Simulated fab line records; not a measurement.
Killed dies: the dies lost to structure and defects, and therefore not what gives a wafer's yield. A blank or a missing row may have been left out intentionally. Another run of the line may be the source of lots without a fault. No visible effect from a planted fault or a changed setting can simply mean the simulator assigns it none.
Which tool did it? :: flow n5_finfet :: 24 lots, 72 wafers sampled, at 5 steps of a route of 1938

## WHAT EACH GAUGE READ, for each wafer
N5_BEOL_M13_RS_MEAS_54: the measuring method here is four-point-probe.
lot: L074
measured: day 12 19:13
on: film_metro-02
M13_RS (ohm/sq): 0.0437 0.0447 0.0455

lot: L075
measured: day 12 20:33
on: film_metro-02
M13_RS (ohm/sq): 0.0460 0.0454 0.0459

lot: L076
measured: day 12 22:13
on: film_metro-02
M13_RS (ohm/sq): 0.0453 0.0439 0.0453

lot: L079
measured: day 12 22:41
on: film_metro-01
M13_RS (ohm/sq): 0.0440 0.0460 0.0451

lot: L082
measured: day 13 12:50
on: film_metro-02
M13_RS (ohm/sq): 0.0452 0.0454 0.0441

lot: L081
measured: day 13 13:40
on: film_metro-02
M13_RS (ohm/sq): 0.0456 0.0454 0.0453

lot: L077
measured: day 13 14:29
on: film_metro-02
M13_RS (ohm/sq): 0.0448 0.0437 0.0436

lot: L080
measured: day 14 00:07
on: film_metro-02
M13_RS (ohm/sq): 0.0449 0.0439 0.0438

lot: L078
measured: day 14 12:20
on: film_metro-01
M13_RS (ohm/sq): 0.0449 0.0446 0.0448

lot: L084
measured: day 14 18:29
on: film_metro-01
M13_RS (ohm/sq): 0.0459 0.0450 0.0454

lot: L083
measured: day 14 21:56
on: film_metro-01
M13_RS (ohm/sq): 0.0449 0.0450 0.0439

lot: L086
measured: day 15 02:22
on: film_metro-01
M13_RS (ohm/sq): 0.0447 0.0450 0.0450

lot: L085
measured: day 15 05:19
on: film_metro-01
M13_RS (ohm/sq): 0.0451 0.0441 0.0450

lot: L089
measured: day 15 22:29
on: film_metro-02
M13_RS (ohm/sq): 0.0443 0.0453 0.0453

lot: L088
measured: day 15 22:45
on: film_metro-02
M13_RS (ohm/sq): 0.0451 0.0452 0.0440

lot: L087
measured: day 16 00:17
on: film_metro-02
M13_RS (ohm/sq): 0.0452 0.0448 0.0451

lot: L090
measured: day 16 01:57
on: film_metro-02
M13_RS (ohm/sq): 0.0461 0.0445 0.0447

lot: L091
measured: day 16 14:10
on: film_metro-01
M13_RS (ohm/sq): 0.0449 0.0465 0.0465

lot: L092
measured: day 16 19:53
on: film_metro-02
M13_RS (ohm/sq): 0.0449 0.0451 0.0454

lot: L094
measured: day 16 20:25
on: film_metro-02
M13_RS (ohm/sq): 0.0454 0.0441 0.0442

lot: L093
measured: day 16 22:01
on: film_metro-02
M13_RS (ohm/sq): 0.0447 0.0446 0.0463

lot: L095
measured: day 17 11:46
on: film_metro-02
M13_RS (ohm/sq): 0.0449 0.0452 0.0449

lot: L096
measured: day 17 19:40
on: film_metro-01
M13_RS (ohm/sq): 0.0445 0.0449 0.0444

lot: L097
measured: day 17 23:27
on: film_metro-02
M13_RS (ohm/sq): 0.0448 0.0445 0.0446

N5_BEOL_M13_INSPECT_55: inspects for defects (darkfield).
lot: L074
measured: day 12 19:14
on: defect_inspect-02
raw_defect_count: 43 59 38

lot: L075
measured: day 12 20:35
on: defect_inspect-02
raw_defect_count: 52 74 47

lot: L076
measured: day 12 22:14
on: defect_inspect-02
raw_defect_count: 43 53 69

lot: L079
measured: day 12 22:42
on: defect_inspect-01
raw_defect_count: 55 94 64

lot: L082
measured: day 13 12:52
on: defect_inspect-02
raw_defect_count: 71 146 61

lot: L081
measured: day 13 13:42
on: defect_inspect-02
raw_defect_count: 67 46 73

lot: L077
measured: day 13 14:30
on: defect_inspect-01
raw_defect_count: 83 74 117

lot: L080
measured: day 14 00:08
on: defect_inspect-02
raw_defect_count: 124 114 85

lot: L078
measured: day 14 12:21
on: defect_inspect-01
raw_defect_count: 68 117 87

lot: L084
measured: day 14 18:31
on: defect_inspect-01
raw_defect_count: 75 46 100

lot: L083
measured: day 14 21:58
on: defect_inspect-01
raw_defect_count: 50 64 77

lot: L086
measured: day 15 02:23
on: defect_inspect-02
raw_defect_count: 64 37 52

lot: L085
measured: day 15 05:20
on: defect_inspect-02
raw_defect_count: 49 49 99

lot: L089
measured: day 15 22:31
on: defect_inspect-01
raw_defect_count: 40 123 76

lot: L088
measured: day 15 22:47
on: defect_inspect-01
raw_defect_count: 43 54 62

lot: L087
measured: day 16 00:19
on: defect_inspect-01
raw_defect_count: 72 41 55

lot: L090
measured: day 16 01:58
on: defect_inspect-01
raw_defect_count: 60 71 79

lot: L091
measured: day 16 14:12
on: defect_inspect-02
raw_defect_count: 48 131 61

lot: L092
measured: day 16 19:55
on: defect_inspect-02
raw_defect_count: 50 43 97

lot: L094
measured: day 16 20:27
on: defect_inspect-02
raw_defect_count: 135 97 83

lot: L093
measured: day 16 22:02
on: defect_inspect-01
raw_defect_count: 27 51 34

lot: L095
measured: day 17 11:48
on: defect_inspect-02
raw_defect_count: 89 85 78

lot: L096
measured: day 17 19:41
on: defect_inspect-02
raw_defect_count: 71 81 98

lot: L097
measured: day 17 23:29
on: defect_inspect-01
raw_defect_count: 117 92 105

## TOOL THAT RAN EACH LOT (tool first, then ch and the chambers of the sampled wafers, then the start)
lot: L074
N5_BEOL_M12_SPUTTER_43: pvd_sputter-03, day 12 11:44
N5_BEOL_M13_DESCUM_33: rie_diel-02 ch 0,1,3, day 12 15:13
N5_BEOL_M13_PRE_CLEAN_42: pvd_sputter-02, day 12 18:01

lot: L075
N5_BEOL_M12_SPUTTER_43: pvd_sputter-01, day 12 12:38
N5_BEOL_M13_DESCUM_33: rie_diel-02 ch 1,2, day 12 16:13
N5_BEOL_M13_PRE_CLEAN_42: pvd_sputter-01, day 12 18:37

lot: L076
N5_BEOL_M12_SPUTTER_43: pvd_sputter-01, day 12 15:25
N5_BEOL_M13_DESCUM_33: rie_diel-02 ch 2,3, day 12 19:19
N5_BEOL_M13_PRE_CLEAN_42: pvd_sputter-03, day 12 21:00

lot: L079
N5_BEOL_M12_SPUTTER_43: pvd_sputter-03, day 12 15:55
N5_BEOL_M13_DESCUM_33: rie_diel-04 ch 0,1,2, day 12 19:45
N5_BEOL_M13_PRE_CLEAN_42: pvd_sputter-03, day 12 21:29

lot: L082
N5_BEOL_M12_SPUTTER_43: pvd_sputter-03, day 13 02:37
N5_BEOL_M13_DESCUM_33: rie_diel-02 ch 0,2,3, day 13 05:45
N5_BEOL_M13_PRE_CLEAN_42: pvd_sputter-02, day 13 11:37

lot: L081
N5_BEOL_M12_SPUTTER_43: pvd_sputter-01, day 13 04:44
N5_BEOL_M13_DESCUM_33: rie_diel-02 ch 0,1, day 13 07:38
N5_BEOL_M13_PRE_CLEAN_42: pvd_sputter-02, day 13 12:13

lot: L077
N5_BEOL_M12_SPUTTER_43: pvd_sputter-01, day 13 05:34
N5_BEOL_M13_DESCUM_33: rie_diel-02 ch 1,3, day 13 08:37
N5_BEOL_M13_PRE_CLEAN_42: pvd_sputter-01, day 13 12:35

lot: L080
N5_BEOL_M12_SPUTTER_43: pvd_sputter-02, day 13 08:41
N5_BEOL_M13_DESCUM_33: rie_diel-04 ch 2,3, day 13 12:43
N5_BEOL_M13_PRE_CLEAN_42: pvd_sputter-03, day 13 22:43

lot: L078
N5_BEOL_M12_SPUTTER_43: pvd_sputter-02, day 14 05:10
N5_BEOL_M13_DESCUM_33: rie_diel-05 ch 0,1,3, day 14 08:10
N5_BEOL_M13_PRE_CLEAN_42: pvd_sputter-01, day 14 11:07

lot: L084
N5_BEOL_M12_SPUTTER_43: pvd_sputter-02, day 14 11:46
N5_BEOL_M13_DESCUM_33: rie_diel-02 ch 0,1, day 14 15:11
N5_BEOL_M13_PRE_CLEAN_42: pvd_sputter-02, day 14 17:17

lot: L083
N5_BEOL_M12_SPUTTER_43: pvd_sputter-01, day 14 14:15
N5_BEOL_M13_DESCUM_33: rie_diel-02 ch 0,1,3, day 14 17:50
N5_BEOL_M13_PRE_CLEAN_42: pvd_sputter-01, day 14 20:44

lot: L086
N5_BEOL_M12_SPUTTER_43: pvd_sputter-02, day 14 14:19
N5_BEOL_M13_DESCUM_33: rie_diel-05 ch 0,1,3, day 14 17:52
N5_BEOL_M13_PRE_CLEAN_42: pvd_sputter-03, day 15 01:10

lot: L085
N5_BEOL_M12_SPUTTER_43: pvd_sputter-03, day 14 14:24
N5_BEOL_M13_DESCUM_33: rie_diel-02 ch 1,2,3, day 14 18:22
N5_BEOL_M13_PRE_CLEAN_42: pvd_sputter-01, day 15 03:48

lot: L089
N5_BEOL_M12_SPUTTER_43: pvd_sputter-01, day 15 11:50
N5_BEOL_M13_DESCUM_33: rie_diel-02 ch 0,3, day 15 14:44
N5_BEOL_M13_PRE_CLEAN_42: pvd_sputter-03, day 15 20:19

lot: L088
N5_BEOL_M12_SPUTTER_43: pvd_sputter-02, day 15 13:07
N5_BEOL_M13_DESCUM_33: rie_diel-02 ch 0,2,3, day 15 15:57
N5_BEOL_M13_PRE_CLEAN_42: pvd_sputter-01, day 15 20:23

lot: L087
N5_BEOL_M12_SPUTTER_43: pvd_sputter-01, day 15 14:35
N5_BEOL_M13_DESCUM_33: rie_diel-04 ch 1,3, day 15 17:28
N5_BEOL_M13_PRE_CLEAN_42: pvd_sputter-03, day 15 22:55

lot: L090
N5_BEOL_M12_SPUTTER_43: pvd_sputter-02, day 15 20:18
N5_BEOL_M13_DESCUM_33: rie_diel-05 ch 0,2,3, day 15 23:31
N5_BEOL_M13_PRE_CLEAN_42: pvd_sputter-03, day 16 00:39

lot: L091
N5_BEOL_M12_SPUTTER_43: pvd_sputter-02, day 16 06:55
N5_BEOL_M13_DESCUM_33: rie_diel-05 ch 0,2, day 16 10:23
N5_BEOL_M13_PRE_CLEAN_42: pvd_sputter-01, day 16 12:58

lot: L092
N5_BEOL_M12_SPUTTER_43: pvd_sputter-02, day 16 10:42
N5_BEOL_M13_DESCUM_33: rie_diel-02 ch 1,2, day 16 14:07
N5_BEOL_M13_PRE_CLEAN_42: pvd_sputter-02, day 16 18:41

lot: L094
N5_BEOL_M12_SPUTTER_43: pvd_sputter-03, day 16 11:10
N5_BEOL_M13_DESCUM_33: rie_diel-04 ch 1,2,3, day 16 14:29
N5_BEOL_M13_PRE_CLEAN_42: pvd_sputter-03, day 16 19:01

lot: L093
N5_BEOL_M12_SPUTTER_43: pvd_sputter-01, day 16 14:31
N5_BEOL_M13_DESCUM_33: rie_diel-04 ch 0,2,3, day 16 17:16
N5_BEOL_M13_PRE_CLEAN_42: pvd_sputter-01, day 16 19:24

lot: L095
N5_BEOL_M12_SPUTTER_43: pvd_sputter-02, day 17 04:53
N5_BEOL_M13_DESCUM_33: rie_diel-02 ch 1,2,3, day 17 07:52
N5_BEOL_M13_PRE_CLEAN_42: pvd_sputter-02, day 17 10:32

lot: L096
N5_BEOL_M12_SPUTTER_43: pvd_sputter-01, day 17 12:07
N5_BEOL_M13_DESCUM_33: rie_diel-04 ch 1,2, day 17 15:38
N5_BEOL_M13_PRE_CLEAN_42: pvd_sputter-03, day 17 18:28

lot: L097
N5_BEOL_M12_SPUTTER_43: pvd_sputter-01, day 17 16:11
N5_BEOL_M13_DESCUM_33: rie_diel-02 ch 1,3, day 17 19:50
N5_BEOL_M13_PRE_CLEAN_42: pvd_sputter-03, day 17 22:12
- N5_BEOL_M12_SPUTTER_43: material TaN, target thk 15 nm, time 24.19 s.
- N5_BEOL_M13_DESCUM_33: chemistry O2, time 7.9 s.
- N5_BEOL_M13_PRE_CLEAN_42: time 30 s.

## AS READ BY THE TOOLS THEMSELVES (means over the sampled wafers that have a number; for cases with no such wafer, the mark the record gives instead)
N5_BEOL_M12_SPUTTER_43.
lot: L074
tool: pvd_sputter-03
throttle_valve_pct (%): 30.0

lot: L075
tool: pvd_sputter-01
throttle_valve_pct (%): 30.5

lot: L076
tool: pvd_sputter-01
throttle_valve_pct (%): 30.2

lot: L079
tool: pvd_sputter-03
throttle_valve_pct (%): 31.5

lot: L082
tool: pvd_sputter-03
throttle_valve_pct (%): 29.1

lot: L081
tool: pvd_sputter-01
throttle_valve_pct (%): 30.3

lot: L077
tool: pvd_sputter-01
throttle_valve_pct (%): 30.7

lot: L080
tool: pvd_sputter-02
throttle_valve_pct (%): 30.6

lot: L078
tool: pvd_sputter-02
throttle_valve_pct (%): 30.3

lot: L084
tool: pvd_sputter-02
throttle_valve_pct (%): 30.6

lot: L083
tool: pvd_sputter-01
throttle_valve_pct (%): 29.9

lot: L086
tool: pvd_sputter-02
throttle_valve_pct (%): 29.8

lot: L085
tool: pvd_sputter-03
throttle_valve_pct (%): 28.0

lot: L089
tool: pvd_sputter-01
throttle_valve_pct (%): 30.5

lot: L088
tool: pvd_sputter-02
throttle_valve_pct (%): 30.2

lot: L087
tool: pvd_sputter-01
throttle_valve_pct (%): 30.9

lot: L090
tool: pvd_sputter-02
throttle_valve_pct (%): 30.0

lot: L091
tool: pvd_sputter-02
throttle_valve_pct (%): 29.8

lot: L092
tool: pvd_sputter-02
throttle_valve_pct (%): 30.5

lot: L094
tool: pvd_sputter-03
throttle_valve_pct (%): 30.1

lot: L093
tool: pvd_sputter-01
throttle_valve_pct (%): 30.0

lot: L095
tool: pvd_sputter-02
throttle_valve_pct (%): 29.8

lot: L096
tool: pvd_sputter-01
throttle_valve_pct (%): 29.5

lot: L097
tool: pvd_sputter-01
throttle_valve_pct (%): 29.5

N5_BEOL_M13_DESCUM_33.
lot: L074
tool: rie_diel-02
bias_power_w (W): 20.08
drypump_motor_current_A (A): 5.56
oes_product_au (a.u.): 0.85
rf_vpp_V (V): 242.4
showerhead_plenum_p_Torr (Torr): 2.06
throttle_valve_pct (%): 20.34

lot: L075
tool: rie_diel-02
bias_power_w (W): 19.98
drypump_motor_current_A (A): 5.75
oes_product_au (a.u.): 0.92
rf_vpp_V (V): 243.4
showerhead_plenum_p_Torr (Torr): 2.14
throttle_valve_pct (%): 20.05

lot: L076
tool: rie_diel-02
bias_power_w (W): 20.00
drypump_motor_current_A (A): 5.61
oes_product_au (a.u.): 0.90
rf_vpp_V (V): 243.6
showerhead_plenum_p_Torr (Torr): 2.10
throttle_valve_pct (%): 20.16

lot: L079
tool: rie_diel-04
bias_power_w (W): 19.98
drypump_motor_current_A (A): 5.80
oes_product_au (a.u.): 0.78
rf_vpp_V (V): 242.2
showerhead_plenum_p_Torr (Torr): 2.08
throttle_valve_pct (%): 20.38

lot: L082
tool: rie_diel-02
bias_power_w (W): 19.98
drypump_motor_current_A (A): 5.49
oes_product_au (a.u.): 0.83
rf_vpp_V (V): 243.5
showerhead_plenum_p_Torr (Torr): 2.05
throttle_valve_pct (%): 20.33

lot: L081
tool: rie_diel-02
bias_power_w (W): 19.95
drypump_motor_current_A (A): 5.65
oes_product_au (a.u.): 0.85
rf_vpp_V (V): 242.5
showerhead_plenum_p_Torr (Torr): 2.10
throttle_valve_pct (%): 20.23

lot: L077
tool: rie_diel-02
bias_power_w (W): 20.04
drypump_motor_current_A (A): 5.60
oes_product_au (a.u.): 0.90
rf_vpp_V (V): 242.6
showerhead_plenum_p_Torr (Torr): 2.07
throttle_valve_pct (%): 20.32

lot: L080
tool: rie_diel-04
bias_power_w (W): 19.98
drypump_motor_current_A (A): 5.67
oes_product_au (a.u.): 0.83
rf_vpp_V (V): 242.4
showerhead_plenum_p_Torr (Torr): 2.02
throttle_valve_pct (%): 20.27

lot: L078
tool: rie_diel-05
bias_power_w (W): 19.96
drypump_motor_current_A (A): 5.58
oes_product_au (a.u.): 0.80
rf_vpp_V (V): 243.8
showerhead_plenum_p_Torr (Torr): 2.13
throttle_valve_pct (%): 20.33

lot: L084
tool: rie_diel-02
bias_power_w (W): 19.97
drypump_motor_current_A (A): 5.49
oes_product_au (a.u.): 0.76
rf_vpp_V (V): 242.5
showerhead_plenum_p_Torr (Torr): 2.04
throttle_valve_pct (%): 20.41

lot: L083
tool: rie_diel-02
bias_power_w (W): 19.98
drypump_motor_current_A (A): 5.54
oes_product_au (a.u.): 0.81
rf_vpp_V (V): 242.8
showerhead_plenum_p_Torr (Torr): 2.05
throttle_valve_pct (%): 20.37

lot: L086
tool: rie_diel-05
bias_power_w (W): 20.04
drypump_motor_current_A (A): 5.57
oes_product_au (a.u.): 0.79
rf_vpp_V (V): 243.5
showerhead_plenum_p_Torr (Torr): 2.13
throttle_valve_pct (%): 20.33

lot: L085
tool: rie_diel-02
bias_power_w (W): 19.97
drypump_motor_current_A (A): 5.66
oes_product_au (a.u.): 0.87
rf_vpp_V (V): 243.7
showerhead_plenum_p_Torr (Torr): 2.10
throttle_valve_pct (%): 20.20

lot: L089
tool: rie_diel-02
bias_power_w (W): 19.96
drypump_motor_current_A (A): 5.35
oes_product_au (a.u.): 0.74
rf_vpp_V (V): 241.9
showerhead_plenum_p_Torr (Torr): 2.00
throttle_valve_pct (%): 20.55

lot: L088
tool: rie_diel-02
bias_power_w (W): 20.01
drypump_motor_current_A (A): 5.47
oes_product_au (a.u.): 0.79
rf_vpp_V (V): 243.3
showerhead_plenum_p_Torr (Torr): 2.04
throttle_valve_pct (%): 20.38

lot: L087
tool: rie_diel-04
bias_power_w (W): 19.99
drypump_motor_current_A (A): 5.78
oes_product_au (a.u.): 0.78
rf_vpp_V (V): 243.8
showerhead_plenum_p_Torr (Torr): 2.17
throttle_valve_pct (%): 20.38

lot: L090
tool: rie_diel-05
bias_power_w (W): 19.98
drypump_motor_current_A (A): 5.84
oes_product_au (a.u.): 0.75
rf_vpp_V (V): 243.1
showerhead_plenum_p_Torr (Torr): 2.11
throttle_valve_pct (%): 20.33

lot: L091
tool: rie_diel-05
bias_power_w (W): 19.98
drypump_motor_current_A (A): 5.67
oes_product_au (a.u.): 0.70
rf_vpp_V (V): 243.4
showerhead_plenum_p_Torr (Torr): 2.06
throttle_valve_pct (%): 20.26

lot: L092
tool: rie_diel-02
bias_power_w (W): 20.16
drypump_motor_current_A (A): 5.71
oes_product_au (a.u.): 0.86
rf_vpp_V (V): 243.9
showerhead_plenum_p_Torr (Torr): 2.13
throttle_valve_pct (%): 20.09

lot: L094
tool: rie_diel-04
bias_power_w (W): 19.99
drypump_motor_current_A (A): 5.74
oes_product_au (a.u.): 0.83
rf_vpp_V (V): 243.6
showerhead_plenum_p_Torr (Torr): 2.13
throttle_valve_pct (%): 20.31

lot: L093
tool: rie_diel-04
bias_power_w (W): 19.98
drypump_motor_current_A (A): 5.65
oes_product_au (a.u.): 0.82
rf_vpp_V (V): 243.5
showerhead_plenum_p_Torr (Torr): 2.11
throttle_valve_pct (%): 20.52

lot: L095
tool: rie_diel-02
bias_power_w (W): 20.00
drypump_motor_current_A (A): 5.65
oes_product_au (a.u.): 0.85
rf_vpp_V (V): 242.6
showerhead_plenum_p_Torr (Torr): 2.09
throttle_valve_pct (%): 20.24

lot: L096
tool: rie_diel-04
bias_power_w (W): 19.92
drypump_motor_current_A (A): 5.82
oes_product_au (a.u.): 0.80
rf_vpp_V (V): 242.9
showerhead_plenum_p_Torr (Torr): 2.06
throttle_valve_pct (%): 20.15

lot: L097
tool: rie_diel-02
bias_power_w (W): 19.97
drypump_motor_current_A (A): 5.58
oes_product_au (a.u.): 0.83
rf_vpp_V (V): 243.0
showerhead_plenum_p_Torr (Torr): 2.06
throttle_valve_pct (%): 20.37

N5_BEOL_M13_PRE_CLEAN_42.
lot: L074
tool: pvd_sputter-02
heater_power_w (W): 319

lot: L075
tool: pvd_sputter-01
heater_power_w (W): 364

lot: L076
tool: pvd_sputter-03
heater_power_w (W): 365

lot: L079
tool: pvd_sputter-03
heater_power_w (W): 376

lot: L082
tool: pvd_sputter-02
heater_power_w (W): 318

lot: L081
tool: pvd_sputter-02
heater_power_w (W): 334

lot: L077
tool: pvd_sputter-01
heater_power_w (W): 342

lot: L080
tool: pvd_sputter-03
heater_power_w (W): 375

lot: L078
tool: pvd_sputter-01
heater_power_w (W): 295

lot: L084
tool: pvd_sputter-02
heater_power_w (W): 325

lot: L083
tool: pvd_sputter-01
heater_power_w (W): 346

lot: L086
tool: pvd_sputter-03
heater_power_w (W): 349

lot: L085
tool: pvd_sputter-01
heater_power_w (W): 322

lot: L089
tool: pvd_sputter-03
heater_power_w (W): 348

lot: L088
tool: pvd_sputter-01
heater_power_w (W): 325

lot: L087
tool: pvd_sputter-03
heater_power_w (W): 363

lot: L090
tool: pvd_sputter-03
heater_power_w (W): 360

lot: L091
tool: pvd_sputter-01
heater_power_w (W): 322

lot: L092
tool: pvd_sputter-02
heater_power_w (W): 328

lot: L094
tool: pvd_sputter-03
heater_power_w (W): 351

lot: L093
tool: pvd_sputter-01
heater_power_w (W): 312

lot: L095
tool: pvd_sputter-02
heater_power_w (W): 337

lot: L096
tool: pvd_sputter-03
heater_power_w (W): 346

lot: L097
tool: pvd_sputter-03
heater_power_w (W): 358

## THE ANSWER, worked out from the rows above alone
Rule: what is usual is taken from the lots themselves. Put in order of their means at a reading, lots are off if they are a third of the lots or fewer, leave a main group of 4 or more, and stand apart from it by a gap of 3 or more times the standard deviation of the main group's means; of several such gaps the widest counts. A main group is skipped when, at the precision printed for the reading in the tables above, its means are all equal. A lot without any number at a reading at which 4 lots or more have one is off too. The other lots that the step has rows for count as sound. The gauges are gone through in route order, then the tools' own readings, and for those a lot's mean is taken as printed above. The first step at which some lot is off is used, and at that step the reading that is off furthest; a lot without a number counts as furthest.
Nothing can be told from this: no lot is off at any reading shown.

## WHAT WAS PUT IN BY THE SIMULATOR
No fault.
